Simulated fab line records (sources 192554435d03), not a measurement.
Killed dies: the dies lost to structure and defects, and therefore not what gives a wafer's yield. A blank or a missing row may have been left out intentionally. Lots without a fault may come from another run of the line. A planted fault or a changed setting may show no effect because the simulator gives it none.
fab line records    flow n5_finfet    part 1 of 2: steps 1 to 26 of 32
record: lots: 5  wafers: 15  last_day: 19
route steps=1938 shown SD_EPI_N@278 SD_EPI_P@295
lots that met no fault: taken from a fault-free run of the same line
start_h: hours from the record's first day to the start of the lot's first wafer shown    wait_h: how many hours have passed since the lot's step before this one    " same as the row above    L1.1+2: a single row standing in for several wafers    - no value present, or no start provided    * or withheld: withheld    < > ~ a bound
route shown NAME@n: a module of which the file shows steps, and the number in the route of the first    usual: mean/standard deviation of fault-free wafers    same: alike in all rows    chamber/n: place in a boat    sites: each site's reading    _std_site: standard deviation of those values    _edge_site: mean of outer sites minus mean of inner sites    radius_mm: how far each site lies from the wafer's centre    mask NAME#n: copy n    behind: the last tool/chamber to shape the wafer    hold: reason for holding the lot/hours on hold/outcome of the hold    device: whichever transistor did not switch (one of n, p or np)    end of line: the route-end tests of the same wafers    step lacking rows: just its recipe    killed: at the first sort, the dies lost to defects and structure; wafer yield is something else    map: the dies of a wafer, with x for killed, . for not killed, _ for no die there
set.NAME: the setting the step ran with; set.NAME@STEP: the setting that earlier step ran with    model.NAME: the simulator's own value behind a step, which no gauge read
lots at some steps of the route; a table a step, a row a wafer
services: a tool's chamber out of use, with start hour (start_h, from the record's first day; less than 0 if before it), hours out, and reason
== steps ==
step: N5_SD_EPI_N_ETCH_45
recipe: chemistry: CH3F/O2  target: SiOCN  target_depth_a: 60  mask_material: SOC  ion_energy_ev: 60  bias_w: 29  pressure_mtorr: 15  source_w: 410  Ar_flow_sccm: 150  CH3F_flow_sccm: 30  O2_flow_sccm: 20
usual: CH3F_flow_sccm: 30.00/0.093  drypump_motor_current_A: 5.7/0.47  oes_product_au: 0.79/0.085  rf_vpp_V: 127.4/1  showerhead_plenum_p_Torr: 1.99/0.046  throttle_valve_pct: 23.25/0.24
lot.wafer  tool         chamber  start_h  wait_h  CH3F_flow_sccm  drypump_motor_current_A  oes_product_au  rf_hours_counter_h  rf_vpp_V  showerhead_plenum_p_Torr  throttle_valve_pct
L076.1     rie_diel-06  0        64.13    0.1     30.00           5.5                      0.91            23                  127.8     2.04                      22.92
L076.5     "            1        "        "       29.88           5.3                      0.74            -                   124.1     1.90                      23.23
L076.6     "            2        "        "       30.04           4.6                      0.87            -                   127.4     2.02                      23.43
L085.2     rie_diel-05  2        117.45   0.1     30.16           6.1                      0.67            239                 127.3     2.05                      23.25
L085.4     "            3        "        "       30.03           6.6                      0.67            244                 126.5     1.96                      23.21
L085.5     "            2        "        "       29.98           6.1                      0.67            -                   127.5     2.05                      23.23
L091.1     rie_diel-05  3        151.79   0.1     30.14           6.6                      0.96            2                   126.0     1.96                      22.85
L091.2     "            1        "        "       29.96           5.8                      0.70            204                 125.8     1.90                      23.52
L091.4     "            1        "        "       30.01           5.8                      0.70            -                   127.1     1.90                      23.53
L096.2     rie_diel-01  1        182.13   0.1     29.96           6.0                      0.80            80                  127.6     2.00                      22.94
L096.3     "            2        "        "       29.82           5.4                      0.82            53                  128.1     1.94                      23.38
L096.4     "            0        "        "       29.94           5.8                      0.92            23                  129.0     2.03                      22.73
L097.1     rie_diel-01  1        187.69   0.1     29.89           6.0                      0.81            82                  128.0     2.00                      22.93
L097.2     "            2        "        "       30.05           5.4                      0.82            55                  126.1     1.94                      23.38
L097.3     "            3        "        "       29.93           6.0                      0.79            110                 127.9     2.01                      23.57
step: N5_SD_EPI_N_ETCH_16
recipe: chemistry: CHF3/O2  target: SiO2  target_depth_a: 50  mask_material: SOC  pressure_mtorr: 30  source_w: 650  bias_w: 170  Ar_flow_sccm: 200  CHF3_flow_sccm: 50  O2_flow_sccm: 5  ion_energy_ev: 200
usual: CHF3_flow_sccm: 50.00/0.14  drypump_motor_current_A: 5.7/0.47  oes_product_au: 0.79/0.086  rf_vpp_V: 524/9.5  showerhead_plenum_p_Torr: 2.40/0.054  throttle_valve_pct: 18.86/0.23
lot.wafer  tool         chamber  start_h  wait_h  CHF3_flow_sccm  drypump_motor_current_A  oes_product_au  rf_hours_counter_h  rf_vpp_V  showerhead_plenum_p_Torr  throttle_valve_pct
L076.1     rie_diel-06  0        64.23    0.1     50.02           5.4                      0.92            23                  525       2.46                      18.52
L076.5     "            1        "        "       49.87           5.3                      0.74            -                   514       2.31                      18.86
L076.6     "            2        "        "       50.10           4.6                      0.88            -                   537       2.44                      18.96
L085.2     rie_diel-05  2        117.55   0.1     50.08           6.1                      0.67            239                 524       2.48                      18.89
L085.4     "            3        "        "       49.72           6.6                      0.68            244                 538       2.37                      18.80
L085.5     "            2        "        "       50.12           6.1                      0.67            -                   523       2.48                      18.88
L091.1     rie_diel-05  3        151.89   0.1     49.99           6.6                      0.96            2                   535       2.37                      18.42
L091.2     "            1        "        "       50.15           5.8                      0.70            204                 532       2.30                      19.18
L091.4     "            1        "        "       49.88           5.8                      0.70            -                   533       2.30                      19.16
L096.2     rie_diel-01  1        182.23   0.1     50.20           6.0                      0.81            80                  535       2.42                      18.59
L096.3     "            2        "        "       49.94           5.4                      0.83            53                  512       2.35                      18.92
L096.4     "            0        "        "       50.04           5.8                      0.93            23                  520       2.45                      18.42
L097.1     rie_diel-01  1        187.79   0.1     49.91           6.0                      0.81            82                  537       2.42                      18.59
L097.2     "            2        "        "       50.03           5.4                      0.83            55                  511       2.35                      18.90
L097.3     "            3        "        "       50.12           6.0                      0.79            110                 530       2.43                      19.23
step: N5_SD_EPI_N_STRIP_47
recipe: chemistry: CHF3/O2  resist: SiARC  rf_frequency_hz: 6e+07
lot.wafer   tool         chamber  start_h  wait_h
L076.1+5+6  rie_diel-06  0,1,2    64.27    0.0
L085.2+4+5  rie_diel-05  2,3,2    117.59   0.0
L091.1+2+4  rie_diel-05  3,1,1    151.93   0.0
L096.2+3+4  rie_diel-01  1,2,0    182.27   0.0
L097.1+2+3  rie_diel-01  1,2,3    187.83   0.0
step: N5_SD_EPI_N_SD_RECESS_17
recipe: chemistry: HBr/Cl2/O2  target_depth_a: 410  mask_material: SOC  time_s: 23.7  bt_time_s: 3  pressure_mtorr: 10  icp_w: 800  bias_w: 112  HBr_flow_sccm: 150  Cl2_flow_sccm: 80  O2_flow_sccm: 12
usual: drypump_motor_current_A: 5.5/0.43  oes_product_au: 1.006/0.019  throttle_valve_pct: 37.1/0.4
lot.wafer  tool       chamber  start_h  wait_h  drypump_motor_current_A  oes_product_au  rf_hours_counter_h  throttle_valve_pct
L076.1     rie_si-02  1        64.30    0.0     5.4                      1.000           32                  36.4
L076.5     "          2        "        "       4.7                      1.023           -                   36.9
L076.6     "          1        "        "       5.4                      0.996           -                   36.4
L085.2     rie_si-03  0        117.63   0.0     5.6                      1.014           126                 37.2
L085.4     "          1        "        "       6.1                      0.968           8                   37.2
L085.5     "          1        "        "       6.1                      0.965           -                   37.2
L091.1     rie_si-03  2        151.96   0.0     5.0                      1.012           147                 37.8
L091.2     "          1        "        "       6.1                      0.964           8                   37.2
L091.4     "          3        "        "       6.1                      1.025           64                  37.5
L096.2     rie_si-02  2        182.31   0.0     4.7                      1.021           118                 36.9
L096.3     "          3        "        "       5.4                      0.981           98                  36.8
L096.4     "          1        "        "       5.4                      0.998           34                  36.4
L097.1     rie_si-02  3        187.86   0.0     5.4                      0.988           98                  36.8
L097.2     "          0        "        "       5.6                      1.009           10                  37.2
L097.3     "          1        "        "       5.4                      1.006           34                  36.4
step: N5_SD_EPI_N_STRIP_38
recipe: chemistry: N2/H2  power_w: 1000  temp_c: 250  h2_frac: 0.65  overash_fraction: 0.3  pressure_mtorr: withheld  n2_flow_sccm: 1750  h2_flow_sccm: 3250
usual: drypump_motor_current_A: 5.7/0.36  heater_power_w: 349/40  oes_product_au: 0.760/0.0099
lot.wafer  tool             chamber  start_h  wait_h  drypump_motor_current_A  heater_power_w  oes_product_au  rf_hours_counter_h
L076.1     plasma_asher-01  1        64.43    0.1     5.6                      330             0.748           36
L076.5     "                1        "        "       5.6                      337             0.756           -
L076.6     "                0        "        "       6.1                      391             0.766           -
L085.2     plasma_asher-02  0        117.72   0.1     5.1                      286             0.766           94
L085.4     "                1        "        "       5.7                      384             0.784           -
L085.5     "                1        "        "       5.7                      393             0.768           -
L091.1     plasma_asher-02  1        152.05   0.1     5.7                      393             0.771           101
L091.2     "                0        "        "       5.1                      287             0.741           101
L091.4     "                1        "        "       5.7                      390             0.764           -
L096.2     plasma_asher-02  0        182.41   0.1     5.0                      290             0.775           107
L096.3     "                1        "        "       5.7                      389             0.768           -
L096.4     "                0        "        "       5.1                      286             0.761           -
L097.1     plasma_asher-01  1        187.96   0.1     5.6                      332             0.761           61
L097.2     "                0        "        "       6.1                      392             0.753           61
L097.3     "                0        "        "       6.1                      390             0.757           -
step: N5_SD_EPI_N_WET_ETCH_43
recipe: chemistry: dHF  dilution: withheld  time_s: 14  target: SiO2  target_depth_a: 15  temp_c: 25
lot.wafer   tool          chamber  start_h  wait_h
L076.1+5+6  wet_bench-04  1,6,4    64.52    -
L085.2+4+5  wet_bench-06  3,4,2    117.81   -
L091.1+2+4  wet_bench-02  6,0,5    152.14   -
L096.2+3+4  wet_bench-04  3,5,6    182.49   -
L097.1+2+3  wet_bench-04  7,6,2    188.04   -
step: N5_SD_EPI_N_STRIP_18
recipe: chemistry: SPM  time_s: 750  temp_c: 130  h2so4_h2o2_vol_ratio: 4
lot.wafer   tool          chamber  start_h  wait_h
L076.1+5+6  wet_bench-04  1,6,4    64.53    0.0
L085.2+4+5  wet_bench-06  3,4,2    117.81   0.0
L091.1+2+4  wet_bench-02  6,0,5    152.15   0.0
L096.2+3+4  wet_bench-04  3,5,6    182.50   0.0
L097.1+2+3  wet_bench-04  7,6,2    188.05   0.0
step: N5_SD_EPI_N_SRD_20
recipe: dry: ipa_marangoni  do_ppb: 5  time_s: 30  temp_c: 23  rinse_liquid: diw
lot.wafer   tool          chamber  start_h  wait_h
L076.1+5+6  wet_bench-04  1,6,4    64.74    0.0
L085.2+4+5  wet_bench-06  3,4,2    118.02   0.0
L091.1+2+4  wet_bench-02  6,0,5    152.36   0.0
L096.2+3+4  wet_bench-04  3,5,6    182.71   0.0
L097.1+2+3  wet_bench-04  7,6,2    188.26   0.0
step: N5_SD_EPI_N_PRECLEAN_48
recipe: chemistry: NF3:NH3  afs_cycles: 2  temp_c: 30  time_s: 20  sublimation_temp_c: 180  sublimation_time_s: 60  pressure_torr: 3  rf_power_w: 30
same: afs_cycles: 2  sublimation_time_s: 60
lot.wafer   tool          chamber  start_h  wait_h
L076.1+5+6  epi_rpcvd-02  0        64.79    0.0
L085.2+4+5  epi_rpcvd-04  0        118.13   0.1
L091.1+2+4  epi_rpcvd-04  0        152.41   0.0
L096.2+3+4  epi_rpcvd-04  0        182.82   0.1
L097.1+2+3  epi_rpcvd-04  0        188.31   0.0
step: N5_SD_EPI_N_VAPOR_ETCH_50
recipe: chemistry: HCl  target: Si  temp_c: 775  time_s: 54  pressure_torr: 20  mode: isotropic
usual: throttle_valve_pct: 12.28/0.28
lot.wafer  tool          chamber  start_h  wait_h  throttle_valve_pct
L076.1     epi_rpcvd-02  0        65.15    0.3     12.39
L076.5     "             0        "        "       12.27
L076.6     "             0        "        "       12.29
L085.2     epi_rpcvd-04  0        118.46   0.3     12.29
L085.4     "             0        "        "       12.40
L085.5     "             0        "        "       12.43
L091.1     epi_rpcvd-04  0        152.77   0.3     12.57
L091.2     "             0        "        "       12.14
L091.4     "             0        "        "       12.41
L096.2     epi_rpcvd-04  0        183.15   0.3     12.65
L096.3     "             0        "        "       12.28
L096.4     "             0        "        "       12.42
L097.1     epi_rpcvd-04  0        188.67   0.3     12.32
L097.2     "             0        "        "       12.23
L097.3     "             0        "        "       12.51
step: N5_SD_EPI_N_EPI_21
recipe: material: Si:P  dopant: P  temp_c: 680  pressure_torr: 255  time_s: 690
lot.wafer   tool          chamber  start_h  wait_h
L076.1+5+6  epi_rpcvd-02  0        65.33    0.1
L085.2+4+5  epi_rpcvd-04  0        118.89   0.4
L091.1+2+4  epi_rpcvd-04  0        152.95   0.1
L096.2+3+4  epi_rpcvd-04  0        183.58   0.4
L097.1+2+3  epi_rpcvd-04  0        188.85   0.1
step: N5_SD_EPI_N_EPI_MEAS_23
recipe: mode: xrd
usual: thk_nm: 58.6/1.3
lot.wafer  tool           chamber  start_h  wait_h  thk_nm
L076.1     film_metro-02  -        67.04    1.4     58.7
L076.5     "              -        "        "       58.3
L076.6     "              -        "        "       56.9
L085.2     film_metro-01  -        120.33   1.2     58.8
L085.4     "              -        "        "       56.7
L085.5     "              -        "        "       59.0
L091.1     film_metro-01  -        154.67   1.4     60.1
L091.2     "              -        "        "       59.6
L091.4     "              -        "        "       58.0
L096.2     film_metro-01  -        185.02   1.2     57.6
L096.3     "              -        "        "       58.5
L096.4     "              -        "        "       58.2
L097.1     film_metro-01  -        190.58   1.5     59.7
L097.2     "              -        "        "       60.5
L097.3     "              -        "        "       57.5
step: N5_SD_EPI_N_PRECLEAN_24
recipe: chemistry: O3/DIW  time_s: 60  temp_c: 22  o3_ppm: 10
lot.wafer   tool          chamber  start_h  wait_h
L076.1+5+6  wet_bench-06  0,1,6    67.08    0.0
L085.2+4+5  wet_bench-06  6,5,2    120.37   0.0
L091.1+2+4  wet_bench-02  0,3,5    154.71   0.0
L096.2+3+4  wet_bench-04  2,0,6    185.05   0.0
L097.1+2+3  wet_bench-06  3,7,0    190.62   0.0
step: N5_SD_EPI_N_SRD_25
recipe: time_s: 30  temp_c: 23  rinse_liquid: diw  dry: ipa_marangoni
lot.wafer   tool          chamber  start_h  wait_h
L076.1+5+6  wet_bench-06  0,1,6    67.10    0.0
L085.2+4+5  wet_bench-06  6,5,2    120.39   0.0
L091.1+2+4  wet_bench-02  0,3,5    154.73   0.0
L096.2+3+4  wet_bench-04  2,0,6    185.07   0.0
L097.1+2+3  wet_bench-06  3,7,0    190.66   0.0
step: N5_SD_EPI_N_PRECLEAN_49
recipe: chemistry: NF3:NH3  afs_cycles: 1  temp_c: 30  time_s: 20  sublimation_temp_c: 180  sublimation_time_s: 60  pressure_torr: 3  rf_power_w: 30
same: afs_cycles: 1  sublimation_time_s: 60
lot.wafer   tool              chamber  start_h  wait_h
L076.1+5+6  remote_plasma-01  0        67.14    0.0
L085.2+4+5  remote_plasma-02  0        120.46   0.1
L091.1+2+4  remote_plasma-02  0        154.77   0.0
L096.2+3+4  remote_plasma-02  0        185.15   0.1
L097.1+2+3  remote_plasma-02  1        190.72   0.0
step: N5_SD_EPI_N_LINER_46
recipe: material: SiNx  target_thk_a: 30  temp_c: 400  ald_precursor_family: SiH2I2  ald_co_reactant: N2/H2-plasma  pressure_torr: 2
usual: heater_power_w: 827/90
lot.wafer  tool        chamber  start_h  wait_h  heater_power_w  since_wet_clean_h
L076.1     ald_sin-03  1        67.53    0.3     878             165
L076.5     "           2        "        "       843             -
L076.6     "           3        "        "       948             -
L085.2     ald_sin-01  1        120.63   0.1     709             113
L085.4     "           2        "        "       741             113
L085.5     "           0        "        "       795             -
L091.1     ald_sin-01  1        155.43   0.6     715             148
L091.2     "           0        "        "       775             148
L091.4     "           2        "        "       746             -
L096.2     ald_sin-02  3        185.32   0.1     802             86
L096.3     "           0        "        "       800             86
L096.4     "           2        "        "       669             86
L097.1     ald_sin-02  3        191.09   0.3     793             92
L097.2     "           2        "        "       697             92
L097.3     "           1        "        "       921             92
step: N5_SD_EPI_N_INSPECT_26
recipe: inspect_instrument: darkfield  mode: post_epi
usual: raw_defect_count: 212/45
lot.wafer  tool               chamber  start_h  wait_h  raw_defect_count
L076.1     defect_inspect-01  -        67.78    0.1     232
L076.5     "                  -        "        "       254
L076.6     "                  -        "        "       248
L085.2     defect_inspect-02  -        120.88   0.1     274
L085.4     "                  -        "        "       242
L085.5     "                  -        "        "       233
L091.1     defect_inspect-01  -        155.68   0.1     142
L091.2     "                  -        "        "       203
L091.4     "                  -        "        "       150
L096.2     defect_inspect-02  -        185.57   0.1     232
L096.3     "                  -        "        "       223
L096.4     "                  -        "        "       328
L097.1     defect_inspect-02  -        191.34   0.1     347
L097.2     "                  -        "        "       237
L097.3     "                  -        "        "       220
step: N5_SD_EPI_P_COAT_34
recipe: resist: SOC  temp_c: 250  time_s: 60  spin_rpm: 1500  resist_thk_nm: 350
usual: exhaust_pa: 45.1/0.82
lot.wafer  tool            chamber  start_h  wait_h  exhaust_pa
L076.1     litho_track-04  0        67.81    0.0     45.4
L076.5     "               0        "        "       44.8
L076.6     "               0        "        "       46.1
L085.2     litho_track-01  0        120.92   0.0     44.7
L085.4     "               0        "        "       45.2
L085.5     "               0        "        "       45.4
L091.1     litho_track-02  0        155.71   0.0     45.7
L091.2     "               0        "        "       45.7
L091.4     "               0        "        "       46.3
L096.2     litho_track-01  0        185.60   0.0     44.1
L096.3     "               0        "        "       46.2
L096.4     "               0        "        "       45.6
L097.1     litho_track-04  0        191.37   0.0     44.7
L097.2     "               0        "        "       44.9
L097.3     "               0        "        "       43.6
step: N5_SD_EPI_P_COAT_35
recipe: resist: SiARC  temp_c: 220  time_s: 60  spin_rpm: 1500  resist_thk_nm: 35
usual: exhaust_pa: 45.1/0.83
lot.wafer  tool            chamber  start_h  wait_h  exhaust_pa
L076.1     litho_track-04  0        -        -       44.3
L076.5     "               0        "        "       44.6
L076.6     "               0        "        "       44.2
L085.2     litho_track-01  0        -        -       45.5
L085.4     "               0        "        "       45.6
L085.5     "               0        "        "       45.7
L091.1     litho_track-02  0        -        -       45.1
L091.2     "               0        "        "       44.5
L091.4     "               0        "        "       45.0
L096.2     litho_track-01  0        -        -       44.7
L096.3     "               0        "        "       44.9
L096.4     "               0        "        "       45.2
L097.1     litho_track-04  0        -        -       44.8
L097.2     "               0        "        "       44.9
L097.3     "               0        "        "       46.4
step: N5_SD_EPI_P_COAT_03
recipe: resist: CAR-ArF-block  spin_rpm: 1500  resist_thk_nm: 150
usual: exhaust_pa: 45.0/0.95
lot.wafer  tool            chamber  start_h  wait_h  exhaust_pa
L076.1     litho_track-04  0        -        -       45.3
L076.5     "               0        "        "       43.3
L076.6     "               0        "        "       45.0
L085.2     litho_track-01  0        -        -       44.4
L085.4     "               0        "        "       45.4
L085.5     "               0        "        "       45.0
L091.1     litho_track-02  0        -        -       44.9
L091.2     "               0        "        "       42.6
L091.4     "               0        "        "       44.0
L096.2     litho_track-01  0        -        -       45.1
L096.3     "               0        "        "       46.6
L096.4     "               0        "        "       44.6
L097.1     litho_track-04  0        -        -       44.7
L097.2     "               0        "        "       45.4
L097.3     "               0        "        "       45.1
step: N5_SD_EPI_P_EBR_05
recipe: solvent: PGMEA  ebr_width_mm: 1.5
usual: exhaust_pa: 44.7/0.87
lot.wafer  tool            chamber  start_h  wait_h  exhaust_pa
L076.1     litho_track-04  0        -        -       44.5
L076.5     "               0        "        "       44.1
L076.6     "               0        "        "       44.8
L085.2     litho_track-01  0        -        -       45.8
L085.4     "               0        "        "       44.6
L085.5     "               0        "        "       45.7
L091.1     litho_track-02  0        -        -       45.1
L091.2     "               0        "        "       44.0
L091.4     "               0        "        "       43.5
L096.2     litho_track-01  0        -        -       45.3
L096.3     "               0        "        "       45.3
L096.4     "               0        "        "       45.3
L097.1     litho_track-04  0        -        -       44.2
L097.2     "               0        "        "       43.1
L097.3     "               0        "        "       43.1
step: N5_SD_EPI_P_SOFTBAKE_04
recipe: temp_c: 110  time_s: 60  resist: CAR-ArF-block
usual: exhaust_pa: 45.0/0.94
lot.wafer  tool            chamber  start_h  wait_h  exhaust_pa
L076.1     litho_track-04  0        -        -       45.1
L076.5     "               0        "        "       45.0
L076.6     "               0        "        "       43.7
L085.2     litho_track-01  0        -        -       42.6
L085.4     "               0        "        "       44.8
L085.5     "               0        "        "       44.8
L091.1     litho_track-02  0        -        -       44.6
L091.2     "               0        "        "       44.0
L091.4     "               0        "        "       44.5
L096.2     litho_track-01  0        -        -       46.6
L096.3     "               0        "        "       45.5
L096.4     "               0        "        "       44.8
L097.1     litho_track-04  0        -        -       45.2
L097.2     "               0        "        "       45.7
L097.3     "               0        "        "       43.0
step: N5_SD_EPI_P_EXPOSE_06
recipe: mask_id: SD_P_BLK  na: 1.35  source_shape: conventional  sigma_outer: 0.8  polarization: unpolarized  target_cd_nm: 240  dose_mj: 39.5
lot.wafer   tool             chamber  start_h  wait_h  mask
L076.1+5+6  arfi_scanner-01  0        68.05    -       SD_P_BLK#0
L085.2+4+5  arfi_scanner-03  0        121.04   -       SD_P_BLK#0
L091.1+2+4  arfi_scanner-02  0        155.83   -       SD_P_BLK#0
L096.2+3+4  arfi_scanner-01  0        185.85   -       SD_P_BLK#0
L097.1+2+3  arfi_scanner-01  0        191.49   -       SD_P_BLK#0
step: N5_SD_EPI_P_PEB_07
recipe: peb_temp_c: 110  peb_time_s: 60  resist: CAR-ArF-block
usual: exhaust_pa: 45.0/0.79
lot.wafer  tool            chamber  start_h  wait_h  exhaust_pa
L076.1     litho_track-02  0        68.11    0.1     44.3
L076.5     "               0        "        "       44.8
L076.6     "               0        "        "       43.9
L085.2     litho_track-04  0        121.09   0.0     45.5
L085.4     "               0        "        "       45.4
L085.5     "               0        "        "       45.0
L091.1     litho_track-04  0        155.89   0.1     45.3
L091.2     "               0        "        "       44.7
L091.4     "               0        "        "       44.6
L096.2     litho_track-01  0        185.90   0.0     44.8
L096.3     "               0        "        "       44.8
L096.4     "               0        "        "       45.0
L097.1     litho_track-02  0        191.55   0.1     45.5
L097.2     "               0        "        "       45.5
L097.3     "               0        "        "       45.2
step: N5_SD_EPI_P_DEVELOP_08
recipe: develop_time_s: 30  developer: TMAH  resist: CAR-ArF-block  dev_temp_c: 23  rinse_liquid: diw  dry: air_spin
usual: exhaust_pa: 45.3/0.91
lot.wafer  tool            chamber  start_h  wait_h  exhaust_pa
L076.1     litho_track-02  0        -        -       44.3
L076.5     "               0        "        "       46.1
L076.6     "               0        "        "       44.0
L085.2     litho_track-04  0        -        -       45.5
L085.4     "               0        "        "       46.2
L085.5     "               0        "        "       45.5
L091.1     litho_track-04  0        -        -       44.9
L091.2     "               0        "        "       43.7
L091.4     "               0        "        "       46.3
L096.2     litho_track-01  0        -        -       45.7
L096.3     "               0        "        "       46.0
L096.4     "               0        "        "       43.2
L097.1     litho_track-02  0        -        -       45.7
L097.2     "               0        "        "       46.3
L097.3     "               0        "        "       45.9
step: N5_SD_EPI_P_CD_MEAS_09
recipe: target_cd_nm: 240  landing_energy_ev: 500  detector: se_inlens
usual: cd_nm: 240.4/0.84
lot.wafer  tool       chamber  start_h  wait_h  cd_nm
L076.1     cd_sem-03  0        68.17    -       241.7
L076.5     "          0        "        "       239.5
L076.6     "          0        "        "       241.0
L085.2     cd_sem-01  0        121.16   -       241.7
L085.4     "          0        "        "       242.1
L085.5     "          0        "        "       241.3
L091.1     cd_sem-02  0        155.95   -       240.6
L091.2     "          0        "        "       240.8
L091.4     "          0        "        "       240.0
L096.2     cd_sem-02  0        185.97   -       240.6
L096.3     "          0        "        "       240.7
L096.4     "          0        "        "       240.7
L097.1     cd_sem-03  0        191.61   -       240.0
L097.2     "          0        "        "       240.8
L097.3     "          0        "        "       239.9
